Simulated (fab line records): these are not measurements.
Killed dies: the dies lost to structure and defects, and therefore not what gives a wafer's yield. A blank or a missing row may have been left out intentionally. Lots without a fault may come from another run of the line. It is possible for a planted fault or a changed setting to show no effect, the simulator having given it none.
Matching of chambers    flow nand harc    NHARC_A_WL_FILL_CMP_12 on cmp-03: 4 sister chambers
The step polishes, t overpolish 30 s, target thk 100 nm. 18 wafers are shown with their chamber, then 9 later ones without.

== EACH WAFER AND ITS CHAMBER ==
wafer   chamber  motor current A (A)  time to endpoint s (s)  overpolish run s (s)
L076.1  0        13.5                 15.1                    30.005
L076.3  3        9.5                  23.3                    30.000
L076.4  2        12.5                 21.0                    30.001
L077.3  3        9.5                  20.7                    30.006
L077.5  0        13.6                 20.0                    30.004
L077.6  3        10.1                 22.3                    29.989
L079.3  1        10.9                 20.0                    30.007
L079.4  3        9.3                  23.7                    30.000
L079.6  1        10.8                 19.0                    30.002
L083.1  3        10.0                 20.3                    29.992
L083.3  0        13.4                 17.5                    29.994
L083.4  2        11.9                 22.3                    29.989
L086.2  3        9.1                  19.9                    29.993
L086.5  0        13.8                 17.0                    29.998
L086.6  3        9.5                  19.6                    29.992
L087.3  0        13.3                 21.2                    29.991
L087.4  2        12.3                 21.1                    30.002
L087.5  2        12.1                 22.4                    29.999

SIGNATURES (averages over the wafers above)
reading             chamber 0  chamber 1  chamber 2  chamber 3  scatter within a chamber
motor current A     13.520     10.850     12.200     9.571      0.284
time to endpoint s  18.160     19.500     21.700     21.400     1.75
overpolish run s    29.99840   30.00450   29.99775   29.99600   0.00592
Rule: distance of a wafer from a chamber = root of the sum over the readings of ((wafer's reading minus chamber's mean) / reading's scatter) squared. If the next closest chamber is less than 2 further off than the closest, the wafer can't be placed; otherwise it belongs to the closest. The scatter is the square root of a quotient: the sum, over the shown wafers, of each reading's squared deviation from its chamber's mean, divided by wafers minus chambers.

== WAFERS WITH NO CHAMBER GIVEN ==
wafer   motor current A (A)  time to endpoint s (s)  overpolish run s (s)
L089.1  11.5                 15.5                    30.017
L089.2  12.0                 19.5                    30.010
L089.4  9.6                  19.0                    29.991
L088.2  10.0                 20.3                    29.987
L088.5  9.6                  19.1                    29.998
L088.6  14.0                 18.5                    30.005
L097.3  13.2                 22.2                    29.996
L097.4  13.2                 24.3                    30.017
L097.5  10.1                 24.6                    30.018

== EACH ONE'S CHAMBER ==
wafer   from the rows above      in truth
L089.1  can't be placed: 1 or 2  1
L089.2  can't be placed: 2 or 1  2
L089.4  3                        3
L088.2  3                        3
L088.5  3                        3
L088.6  0                        0
L097.3  can't be placed: 0 or 2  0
L097.4  can't be placed: 0 or 2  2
L097.5  can't be placed: 3 or 1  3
Placed correctly: 4 of 9. Unplaceable from these rows: 5, with the true chamber sitting among the candidates in 5. Placed wrongly: 0.
